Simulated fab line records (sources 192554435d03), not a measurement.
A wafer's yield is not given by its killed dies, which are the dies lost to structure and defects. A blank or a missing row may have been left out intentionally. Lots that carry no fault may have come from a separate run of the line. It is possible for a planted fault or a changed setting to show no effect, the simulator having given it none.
One fault seen from 3 desks + flow n5Finfet + every desk sees just its own numbers, and what lay behind them comes last
Where a reading is given only as a bound, like >300, the bound stands for it, and a mean or a difference that rests on one is marked > or <: the true number lies beyond.

THE METROLOGY DESK
What the gauges read, lot by lot, whatever tool the lot ran on: means of the sampled wafers that have a number. Marked OUT: a lot whose mean sits more than 4 standard deviations from the usual mean, which makes it out of limits; the brackets give that distance. Of its 10 readings 7 are shown: those that lie furthest out on some lot.
Columns: A = DIBL_N at N5_BEOL_M4_RC_MEAS_101, usual 35.9 mV/V; B = DIBL_P at N5_BEOL_M4_RC_MEAS_101, usual 35.6 mV/V; C = IOFF_P at N5_BEOL_M4_RC_MEAS_101, usual 0.20 nA/um; D = ION_N at N5_BEOL_M4_RC_MEAS_101, usual 671 uA/um; E = ION_P at N5_BEOL_M4_RC_MEAS_101, usual 460 uA/um; F = SS_N at N5_BEOL_M4_RC_MEAS_101, usual 71.4 mV/dec; G = VT_P at N5_BEOL_M4_RC_MEAS_101, usual -251 mV
| lot  | first seen here | A    | B    | C    | D   | E   | F    | G    |
|------|-----------------|------|------|------|-----|-----|------|------|
| L779 | day 9 04:26     | 36.2 | 37.0 | 0.18 | 664 | 452 | 71.6 | -255 |
| L781 | day 9 17:02     | 36.2 | 38.5 | 0.23 | 687 | 475 | 71.1 | -247 |
| L785 | day 10 17:42    | 36.3 | 35.8 | 0.18 | 669 | 455 | 71.0 | -255 |
| L784 | day 10 20:29    | 35.9 | 34.7 | 0.23 | 662 | 463 | 71.3 | -249 |
| L786 | day 11 06:55    | 34.8 | 33.2 | 0.19 | 665 | 460 | 70.9 | -250 |
| L787 | day 11 14:14    | 36.0 | 36.4 | 0.20 | 669 | 456 | 71.7 | -251 |
| L788 | day 11 17:20    | 37.2 | 36.5 | 0.19 | 673 | 462 | 71.9 | -252 |
| L796 | day 13 15:45    | 35.1 | 34.4 | 0.18 | 675 | 459 | 71.5 | -251 |
This desk's finding: nothing out of limits on any of the 8 lots.

THE DEFECT DESK
Per lot, the means of the sampled wafers with a number show what the inspections along the route counted. Marked OUT: a lot whose mean sits more than 4 standard deviations from the usual mean, which makes it out of limits; the brackets give that distance.
Columns: A = rawDefectCount at N5_BEOL_M0_SAQP_INSPECT_42, usual 291; B = rawDefectCount at N5_BEOL_M0_CUTY_INSPECT_59, usual 2.0
| lot  | first seen here | A              | B                      |
|------|-----------------|----------------|------------------------|
| L779 | day 7 08:10     | 317            | 2.3                    |
| L781 | day 7 17:56     | 303            | 2.3                    |
| L784 | day 8 17:41     | 352            | 2.7                    |
| L785 | day 8 21:27     | 279            | 3.0                    |
| L786 | day 9 01:59     | 647 (+4.8) OUT | >300 (+99 or more) OUT |
| L787 | day 9 08:58     | 207            | 2.7                    |
| L788 | day 9 14:14     | 638 (+4.7) OUT | >300 (+99 or more) OUT |
| L796 | day 11 07:37    | 261            | 3.0                    |
This desk finds L786, L788 out of limits, L786 being first, at day 9 01:59 (rawDefectCount at N5_BEOL_M0_SAQP_INSPECT_42). L779, L781, L784, L785, L787, L796 stayed within limits.

FOR THE TOOL OWNER'S DESK: rieSi-06
The tool's own readings at N5_BEOL_M0_SAQP_MANDREL_ETCH_103 (etches a-Si in HBr/Cl2, stops on SiCN, target depth 45 nm, bt time 10 s, time 27 s): means of the sampled wafers that have a number, for each lot that ran on this tool. Marked OUT: a lot whose mean sits more than 4 standard deviations from the usual mean, which makes it out of limits; the brackets give that distance.
Columns: A = drypumpMotorCurrentA at N5_BEOL_M0_SAQP_MANDREL_ETCH_103, usual 5.7 A; B = heBacksideLeakSccm at N5_BEOL_M0_SAQP_MANDREL_ETCH_103, usual 2.8 sccm; C = oesProductAu at N5_BEOL_M0_SAQP_MANDREL_ETCH_103, usual 0.688 a.u.; D = throttleValvePct at N5_BEOL_M0_SAQP_MANDREL_ETCH_103, usual 35.39 %
| lot  | first seen here | A   | B   | C     | D     |
|------|-----------------|-----|-----|-------|-------|
| L779 | day 7 05:59     | 6.0 | 2.7 | 0.700 | 35.64 |
| L784 | day 8 14:40     | 6.0 | 2.8 | 0.694 | 35.84 |
| L785 | day 8 18:02     | 6.0 | 2.5 | 0.691 | 35.74 |
| L786 | day 8 23:59     | 5.9 | 2.7 | 0.682 | 35.66 |
| L788 | day 9 12:07     | 5.9 | 2.7 | 0.698 | 35.65 |
This desk's finding: nothing out of limits on any of the 5 lots.

ALL TOGETHER
The defect desk could have raised an alarm at day 9 01:59, on L786, L788.
Metrology desk: nothing out of limits seen.
The desk of the tool owner found nothing out of limits.
The metrology desk has L786, L788 on record, within its limits.
Tool owner's desk: L786, L788 on record, inside its limits.
The lots listed all ran N5_BEOL_M0_SAQP_MANDREL_ETCH_103 on rieSi-06.

WHAT THE SIMULATOR HAD PUT IN
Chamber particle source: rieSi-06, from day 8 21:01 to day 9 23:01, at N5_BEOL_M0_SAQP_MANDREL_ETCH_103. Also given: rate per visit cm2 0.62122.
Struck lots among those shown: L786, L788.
Hours from the fault's start to each desk's first reading out of limits: the defect desk, 5.
